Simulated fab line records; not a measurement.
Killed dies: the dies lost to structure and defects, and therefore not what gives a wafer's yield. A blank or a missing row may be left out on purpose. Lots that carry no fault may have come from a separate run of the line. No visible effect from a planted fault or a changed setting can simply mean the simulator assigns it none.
Chamber matching | flow n5-finfet | N5_BEOL_M0_SAQP_MANDREL2_REMOVE_110 on rie-si-01: 4 sister chambers
The step chemistry HBr/Cl2/O2, target a-Si, stops on SiCN, bt time 10 s. 20 wafers are shown with their chamber, then 10 later ones without.

== WAFERS PAIRED WITH THEIR CHAMBERS ==
wafer  | chamber | throttle-valve-pct (%) | drypump-motor-current-A (A) | oes-product-au (a.u.)
L075.2 | 3       | 36.67                  | 5.9                         | 1.012
L075.3 | 2       | 36.47                  | 6.4                         | 0.989
L075.6 | 0       | 37.08                  | 6.2                         | 1.043
L077.2 | 3       | 36.67                  | 5.9                         | 1.013
L077.5 | 3       | 36.66                  | 5.9                         | 1.011
L077.6 | 0       | 37.08                  | 6.2                         | 1.032
L080.1 | 0       | 37.09                  | 6.2                         | 1.041
L080.3 | 1       | 36.32                  | 6.0                         | 0.971
L080.5 | 0       | 37.07                  | 6.2                         | 1.040
L081.2 | 1       | 36.32                  | 6.1                         | 0.976
L081.5 | 1       | 36.34                  | 6.1                         | 0.961
L081.6 | 2       | 36.46                  | 6.4                         | 0.998
L082.2 | 1       | 36.32                  | 6.0                         | 0.987
L082.3 | 0       | 37.09                  | 6.2                         | 1.038
L082.5 | 1       | 36.32                  | 6.1                         | 0.978
L083.3 | 3       | 36.66                  | 5.9                         | 1.001
L083.4 | 0       | 37.08                  | 6.2                         | 1.031
L083.5 | 3       | 36.68                  | 5.9                         | 0.996
L084.2 | 1       | 36.34                  | 6.1                         | 0.980
L084.4 | 3       | 36.66                  | 5.9                         | 0.998

SIGNATURES, as means of the wafers listed above
reading                 | chamber 0 | chamber 1 | chamber 2 | chamber 3 | scatter within a chamber
throttle-valve-pct      | 37.0817   | 36.3267   | 36.4650   | 36.6667   | 0.00866
drypump-motor-current-A | 6.200     | 6.067     | 6.400     | 5.900     | 0.0289
oes-product-au          | 1.03750   | 0.97550   | 0.99350   | 1.00517   | 0.00727
Rule: a wafer's distance from a chamber is the root of the sum, over the readings, of the square of ((its reading less the chamber's mean) divided by the reading's scatter). If the next closest chamber is less than 2 further off than the closest, the wafer can't be placed; otherwise it belongs to the closest. The scatter: take each reading less its chamber's mean, square it, sum over the shown wafers, divide by the number of wafers less the number of chambers, and take the root.

== WAFERS WHOSE CHAMBER IS MISSING ==
wafer  | throttle-valve-pct (%) | drypump-motor-current-A (A) | oes-product-au (a.u.)
L084.5 | 36.67                  | 5.9                         | 1.010
L085.2 | 37.09                  | 6.2                         | 1.041
L085.3 | 36.33                  | 6.0                         | 0.973
L085.4 | 36.66                  | 5.9                         | 0.988
L086.2 | 36.45                  | 6.4                         | 0.984
L086.3 | 36.34                  | 6.1                         | 0.970
L086.4 | 36.67                  | 5.9                         | 0.992
L088.1 | 36.46                  | 6.5                         | 0.993
L088.2 | 37.07                  | 6.2                         | 1.039
L088.4 | 36.67                  | 5.9                         | 1.001

== THE CHAMBER EACH PASSED THROUGH ==
wafer  | from the rows above | in truth
L084.5 | 3                   | 3
L085.2 | 0                   | 0
L085.3 | 1                   | 1
L085.4 | 3                   | 3
L086.2 | 2                   | 2
L086.3 | 1                   | 1
L086.4 | 3                   | 3
L088.1 | 2                   | 2
L088.2 | 0                   | 0
L088.4 | 3                   | 3
Correctly placed: 10 of 10. Number that these rows cannot place: 0. Number placed wrongly: 0.
